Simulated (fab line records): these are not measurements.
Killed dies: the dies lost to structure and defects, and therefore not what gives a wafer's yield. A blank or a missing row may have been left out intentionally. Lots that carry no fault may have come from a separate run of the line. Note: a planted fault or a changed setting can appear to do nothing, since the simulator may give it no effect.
Chamber matching || flow n5Finfet || N5_BEOL_M9_DEP_56 on pecvd-02: 3 sister chambers
The step deposits SiCN from 3MS/NH3, target thk 15 nm, time 26.5 s. 24 wafers are shown with their chamber, then 12 later ones without.

WAFERS WITH THEIR CHAMBER
{"wafer": "L076.1", "chamber": 1, "showerheadPlenumPTorr (Torr)": 3.688, "throttleValvePct (%)": 10.1}
{"wafer": "L076.2", "chamber": 2, "showerheadPlenumPTorr (Torr)": 3.677, "throttleValvePct (%)": 8.5}
{"wafer": "L076.4", "chamber": 0, "showerheadPlenumPTorr (Torr)": 3.645, "throttleValvePct (%)": 9.5}
{"wafer": "L075.2", "chamber": 0, "showerheadPlenumPTorr (Torr)": 3.645, "throttleValvePct (%)": 9.6}
{"wafer": "L075.3", "chamber": 1, "showerheadPlenumPTorr (Torr)": 3.692, "throttleValvePct (%)": 9.9}
{"wafer": "L075.6", "chamber": 2, "showerheadPlenumPTorr (Torr)": 3.674, "throttleValvePct (%)": 8.8}
{"wafer": "L078.1", "chamber": 1, "showerheadPlenumPTorr (Torr)": 3.683, "throttleValvePct (%)": 9.9}
{"wafer": "L078.4", "chamber": 1, "showerheadPlenumPTorr (Torr)": 3.676, "throttleValvePct (%)": 10.0}
{"wafer": "L078.6", "chamber": 0, "showerheadPlenumPTorr (Torr)": 3.645, "throttleValvePct (%)": 9.5}
{"wafer": "L081.2", "chamber": 1, "showerheadPlenumPTorr (Torr)": 3.688, "throttleValvePct (%)": 9.7}
{"wafer": "L081.5", "chamber": 2, "showerheadPlenumPTorr (Torr)": 3.681, "throttleValvePct (%)": 8.8}
{"wafer": "L081.6", "chamber": 1, "showerheadPlenumPTorr (Torr)": 3.678, "throttleValvePct (%)": 10.1}
{"wafer": "L082.2", "chamber": 2, "showerheadPlenumPTorr (Torr)": 3.671, "throttleValvePct (%)": 8.7}
{"wafer": "L082.3", "chamber": 0, "showerheadPlenumPTorr (Torr)": 3.646, "throttleValvePct (%)": 9.3}
{"wafer": "L082.5", "chamber": 1, "showerheadPlenumPTorr (Torr)": 3.689, "throttleValvePct (%)": 9.7}
{"wafer": "L085.2", "chamber": 2, "showerheadPlenumPTorr (Torr)": 3.683, "throttleValvePct (%)": 8.9}
{"wafer": "L085.3", "chamber": 0, "showerheadPlenumPTorr (Torr)": 3.645, "throttleValvePct (%)": 9.4}
{"wafer": "L085.4", "chamber": 2, "showerheadPlenumPTorr (Torr)": 3.678, "throttleValvePct (%)": 8.4}
{"wafer": "L086.2", "chamber": 0, "showerheadPlenumPTorr (Torr)": 3.648, "throttleValvePct (%)": 9.4}
{"wafer": "L086.3", "chamber": 1, "showerheadPlenumPTorr (Torr)": 3.690, "throttleValvePct (%)": 9.8}
{"wafer": "L086.4", "chamber": 2, "showerheadPlenumPTorr (Torr)": 3.673, "throttleValvePct (%)": 8.8}
{"wafer": "L083.3", "chamber": 0, "showerheadPlenumPTorr (Torr)": 3.642, "throttleValvePct (%)": 9.6}
{"wafer": "L083.4", "chamber": 1, "showerheadPlenumPTorr (Torr)": 3.684, "throttleValvePct (%)": 9.8}
{"wafer": "L083.5", "chamber": 2, "showerheadPlenumPTorr (Torr)": 3.688, "throttleValvePct (%)": 8.5}

SIGNATURES, as means of the wafers listed above
{"reading": "showerheadPlenumPTorr", "chamber 0": 3.64514, "chamber 1": 3.68533, "chamber 2": 3.67813, "scatter within a chamber": 0.00481}
{"reading": "throttleValvePct", "chamber 0": 9.471, "chamber 1": 9.889, "chamber 2": 8.675, "scatter within a chamber": 0.154}
Rule: distance of a wafer from a chamber = root of the sum over the readings of ((wafer's reading minus chamber's mean) / reading's scatter) squared. The wafer belongs to the nearest chamber; if the next one is less than 2 further off, it can't be placed. How the scatter is found: for the shown wafers, subtract from each reading the mean of its chamber, square and add these, divide the total by (wafers less chambers), then take the root.

WAFERS WITHOUT THEIR CHAMBER
{"wafer": "L093.3", "showerheadPlenumPTorr (Torr)": 3.654, "throttleValvePct (%)": 9.3}
{"wafer": "L093.4", "showerheadPlenumPTorr (Torr)": 3.683, "throttleValvePct (%)": 9.7}
{"wafer": "L093.5", "showerheadPlenumPTorr (Torr)": 3.640, "throttleValvePct (%)": 9.7}
{"wafer": "L092.1", "showerheadPlenumPTorr (Torr)": 3.678, "throttleValvePct (%)": 8.8}
{"wafer": "L092.2", "showerheadPlenumPTorr (Torr)": 3.677, "throttleValvePct (%)": 9.8}
{"wafer": "L092.6", "showerheadPlenumPTorr (Torr)": 3.683, "throttleValvePct (%)": 9.8}
{"wafer": "L091.1", "showerheadPlenumPTorr (Torr)": 3.680, "throttleValvePct (%)": 8.8}
{"wafer": "L091.3", "showerheadPlenumPTorr (Torr)": 3.676, "throttleValvePct (%)": 8.8}
{"wafer": "L091.6", "showerheadPlenumPTorr (Torr)": 3.674, "throttleValvePct (%)": 8.8}
{"wafer": "L094.1", "showerheadPlenumPTorr (Torr)": 3.655, "throttleValvePct (%)": 9.4}
{"wafer": "L094.2", "showerheadPlenumPTorr (Torr)": 3.672, "throttleValvePct (%)": 8.6}
{"wafer": "L094.3", "showerheadPlenumPTorr (Torr)": 3.686, "throttleValvePct (%)": 8.7}

EACH ONE'S CHAMBER
{"wafer": "L093.3", "from the rows above": 0, "in truth": 0}
{"wafer": "L093.4", "from the rows above": 1, "in truth": 1}
{"wafer": "L093.5", "from the rows above": 0, "in truth": 0}
{"wafer": "L092.1", "from the rows above": 2, "in truth": 2}
{"wafer": "L092.2", "from the rows above": 1, "in truth": 1}
{"wafer": "L092.6", "from the rows above": 1, "in truth": 1}
{"wafer": "L091.1", "from the rows above": 2, "in truth": 2}
{"wafer": "L091.3", "from the rows above": 2, "in truth": 2}
{"wafer": "L091.6", "from the rows above": 2, "in truth": 2}
{"wafer": "L094.1", "from the rows above": 0, "in truth": 0}
{"wafer": "L094.2", "from the rows above": 2, "in truth": 2}
{"wafer": "L094.3", "from the rows above": 2, "in truth": 2}
Correct placement for 12 of the 12. Not placeable from these rows: 0. 0 placed wrongly.
